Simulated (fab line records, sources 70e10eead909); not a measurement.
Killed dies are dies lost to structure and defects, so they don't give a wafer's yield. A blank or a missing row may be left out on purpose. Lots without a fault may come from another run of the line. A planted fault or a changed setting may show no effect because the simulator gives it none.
Chamber matching | flow nand_harc | NHARC_P_CONTACT_CMP_24 on cmp-03: 4 sister chambers
The step polishes, t overpolish 30 s, target thk 200 nm. 4 wafers are shown with their chamber, then 8 later ones without.

WAFERS WITH THEIR CHAMBER
wafer  | chamber | motor_current_A (A)
L091.1 | 2       | 10.2
L091.2 | 1       | 13.3
L091.3 | 0       | 14.6
L093.1 | 3       | 11.4

WAFERS WITHOUT THEIR CHAMBER
wafer  | motor_current_A (A)
L093.3 | 13.6
L093.5 | 13.5
L092.2 | 10.8
L092.4 | 10.7
L092.6 | 14.4
L095.2 | 13.5
L095.3 | 11.0
L095.6 | 13.3

WHICH CHAMBER EACH WENT THROUGH
wafer  | from the rows above     | in truth
L093.3 | 1                       | 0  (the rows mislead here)
L093.5 | 1                       | 1
L092.2 | can't be placed: 3 or 2 | 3
L092.4 | can't be placed: 2 or 3 | 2
L092.6 | 0                       | 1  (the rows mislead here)
L095.2 | 1                       | 1
L095.3 | can't be placed: 3 or 2 | 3
L095.6 | 1                       | 1
Placed correctly: 3 of 8. Can't be placed from these rows: 3 (the true chamber is among the candidates in 3). Placed wrongly: 2.
How it was worked out, from the rows above alone: a wafer's distance from a chamber is the root of the sum, over the readings, of the square of ((its reading less the chamber's mean) divided by the reading's scatter). The wafer belongs to the nearest chamber; if the next one is less than 2 further off, it can't be placed. A chamber's mean is the mean of its shown wafers. The scatter: with one shown wafer a chamber, the root of the mean of the squares of how far each hidden wafer lies from its nearest shown one.
